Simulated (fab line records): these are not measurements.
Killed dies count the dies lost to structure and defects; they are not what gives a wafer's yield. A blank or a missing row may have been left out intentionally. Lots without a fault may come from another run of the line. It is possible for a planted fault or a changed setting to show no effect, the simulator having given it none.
Chamber matching	flow n5 finfet	N5_BEOL_M6_CMP_52 on cmp-02: 4 sister chambers
The step polishes, stops on SiCOH lowk, t overpolish 6.9 s, target thk 80 nm. 4 wafers are shown with their chamber, then 8 later ones without.

== WAFERS WITH THEIR CHAMBER ==
wafer	chamber	motor current A (A)
L078.2	1	6.5
L085.4	2	6.2
L085.5	3	7.5
L090.3	0	7.0

== WAFERS WHOSE CHAMBER IS MISSING ==
wafer	motor current A (A)
L090.4	7.0
L090.5	6.1
L093.3	6.9
L093.4	6.2
L093.6	7.0
L095.1	7.2
L095.4	6.5
L095.5	7.3

== CHAMBER TAKEN BY EACH ==
wafer	from the rows above	in truth
L090.4	0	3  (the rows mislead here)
L090.5	2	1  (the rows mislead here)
L093.3	0	0
L093.4	2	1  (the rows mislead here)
L093.6	0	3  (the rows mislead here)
L095.1	can't be placed: 0 or 3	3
L095.4	1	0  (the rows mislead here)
L095.5	can't be placed: 3 or 0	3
Placed correctly: 1 of 8. Not placeable from these rows: 2 (in 2, the candidates include the true chamber). Wrongly placed: 5.
How it was worked out, from the rows above alone: a wafer's distance from a chamber is the root of the sum, over the readings, of the square of ((its reading less the chamber's mean) divided by the reading's scatter). The wafer belongs to the nearest chamber; if the next one is less than 2 further off, it can't be placed. For every chamber, the mean is computed from those of its wafers that are shown. The scatter: root of mean squared gap, hidden wafer to nearest shown wafer, with one shown wafer a chamber.
